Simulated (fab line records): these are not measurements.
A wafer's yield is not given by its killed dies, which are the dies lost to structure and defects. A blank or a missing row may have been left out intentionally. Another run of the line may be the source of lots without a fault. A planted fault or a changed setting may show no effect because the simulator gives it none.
A struck lot beside a sound one    flow n5Finfet    33 steps out of a route of 1938
Sound: these wafers, L214.3, L214.4, L214.5. Struck: wafer L230.1 (L230.4, L230.6, from the same lot, were not struck and are left out); the cause is given at the end.
Order at every step that has rows: each side's tool, ch and its chambers, its first start. Under that, the readings that differ: sound wafers    struck wafers    difference of the means    sigmas: that difference in standard deviations of wafers without a fault.
alike: same words and numbers on both sides, and readings whose means sit less than 2 such deviations apart. not compared: any withheld reading, any reading some wafer has no value for, any bound like >300 that may hide the same value, and any number with overlapping values for which the record gives no deviation.
Wherever a step has rows on one side only, a row that says differs or no value, or a row with sigmas, the two part there. Non-overlapping numbers with no deviation appear without sigmas and do not part them. A reading missing from all wafers of one side parts the sides only when that side holds two or more wafers.

first, 9 steps without rows for these wafers: N5_BEOL_M3_ILD_DEP_00 (deposits SiOC from DEMS/O2, target thk 79 nm, time 15.3 s); N5_BEOL_M3_PECVD_72 (deposits SiO2 from TEOS/O2, target thk 16 nm, time 18 s); N5_BEOL_M3_HM_DEP_02 (deposits TiN, target thk 20 nm); N5_BEOL_M3_COAT_61 (time 60 s, resist thk 60 nm); N5_BEOL_M3_COAT_62 (time 60 s, resist thk 12 nm); N5_BEOL_M3_COAT_73 (time 60 s, resist thk 5 nm); N5_BEOL_M3_COAT_05 (resist thk 30 nm); N5_BEOL_M3_EBR_07; N5_BEOL_M3_SOFTBAKE_06 (time 60 s).
N5_BEOL_M3_EXPOSE_08: exposes mask M3.
  sound on euvScanner-01 ch 0, day 8 12:47; struck on euvScanner-02 ch 0, day 12 13:18
  alike: mask
then, 22 steps without rows for these wafers: N5_BEOL_M3_PEB_09 (peb time 60 s); N5_BEOL_M3_DEVELOP_10 (develop time 30 s); N5_BEOL_M3_DESCUM_16 (chemistry O2, time 7 s); N5_BEOL_M3_ETCH_74 (etches underlayer in N2/H2, target depth 6.5 nm, time 5.2 s); N5_BEOL_M3_ETCH_63 (etches SiARC in CF4, target depth 15.6 nm, time 26 s); N5_BEOL_M3_ETCH_64 (etches SOC in N2/H2, target depth 75 nm, overetch 15 nm, time 112.5 s); N5_BEOL_M3_STRIP_65 (strips in N2/H2); N5_BEOL_M3_STRIP_75 (strips in N2/H2); N5_BEOL_M3_STRIP_66 (strips in CF4); N5_BEOL_M3_HM_OPEN_17 (chemistry Cl2/BCl3, target TiN, target depth 20 nm, overetch 6 nm); N5_BEOL_M3_STRIP_19 (strips in O2); N5_BEOL_M3_COAT_67 (time 60 s, resist thk 60 nm); N5_BEOL_M3_COAT_68 (time 60 s, resist thk 12 nm); N5_BEOL_M3_COAT_76 (time 60 s, resist thk 5 nm); N5_BEOL_M3_COAT_22 (resist thk 30 nm); N5_BEOL_M3_EBR_24; N5_BEOL_M3_SOFTBAKE_23 (time 60 s); N5_BEOL_M3_EXPOSE_25 (exposes mask V2, defocus 5 nm); N5_BEOL_M3_PEB_26 (peb time 60 s); N5_BEOL_M3_DEVELOP_27 (develop time 30 s); N5_BEOL_M3_DESCUM_33 (chemistry O2, time 7 s); N5_BEOL_M3_ETCH_77 (etches underlayer in N2/H2, target depth 6.5 nm, time 5.2 s).
-- a jump in the record: the struck wafers' starts before and after are 5 days apart (it breaks off in module BEOL_M3 and resumes in module PASSIVATION, where the first step shown is number 1936 of the route) --
N5_PASSIVATION_PROBE_49:
  struck on prober-02, day 18 00:32; sound on prober-01, day 13 20:04
reading             sound     struck  difference  sigmas
killed_at_M0_to_M3  29 24 25  68      +42         +5
  alike: defectLimitedYield, killed_at_M4_up, killedAtContacts, killedAtFrontEnd, killedAtOther, killedDies, killedOpen, killedShort, sort_bin_5_function, sort_bin_6_memory, sortNPass, sortYieldPct

== WHERE THEY PART ==
Within this record, at N5_PASSIVATION_PROBE_49 only.

WHY: what had been put in by the simulator
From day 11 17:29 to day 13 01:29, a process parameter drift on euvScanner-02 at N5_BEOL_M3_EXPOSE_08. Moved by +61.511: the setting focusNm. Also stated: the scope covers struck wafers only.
